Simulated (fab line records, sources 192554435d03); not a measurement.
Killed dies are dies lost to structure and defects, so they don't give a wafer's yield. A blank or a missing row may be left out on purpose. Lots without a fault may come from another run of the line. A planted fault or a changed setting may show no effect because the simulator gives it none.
Chamber matching | flow n5_finfet | N5_BEOL_M1_PRE_CLEAN_60 on cvd_co-01: 3 sister chambers
The step time 15 s. 3 wafers are shown with their chamber, then 12 later ones without.

WAFERS WITH THEIR CHAMBER
wafer  | chamber | heater_power_w (W)
L091.1 | 2       | 86
L091.4 | 1       | 150
L091.5 | 0       | 77

WAFERS WITHOUT THEIR CHAMBER
wafer  | heater_power_w (W)
L092.1 | 77
L092.2 | 149
L092.3 | 89
L094.1 | 150
L094.2 | 88
L094.3 | 77
L094.4 | 149
L094.5 | 87
L094.6 | 77
L095.2 | 86
L095.4 | 91
L095.6 | 77

WHICH CHAMBER EACH WENT THROUGH
wafer  | from the rows above | in truth
L092.1 | 0                   | 0
L092.2 | 1                   | 1
L092.3 | 2                   | 2
L094.1 | 1                   | 1
L094.2 | 2                   | 2
L094.3 | 0                   | 0
L094.4 | 1                   | 1
L094.5 | 2                   | 2
L094.6 | 0                   | 0
L095.2 | 2                   | 2
L095.4 | 2                   | 2
L095.6 | 0                   | 0
Placed correctly: 12 of 12. Can't be placed from these rows: 0. Placed wrongly: 0.
How it was worked out, from the rows above alone: a wafer's distance from a chamber is the root of the sum, over the readings, of the square of ((its reading less the chamber's mean) divided by the reading's scatter). The wafer belongs to the nearest chamber; if the next one is less than 2 further off, it can't be placed. A chamber's mean is the mean of its shown wafers. The scatter: with one shown wafer a chamber, the root of the mean of the squares of how far each hidden wafer lies from its nearest shown one.
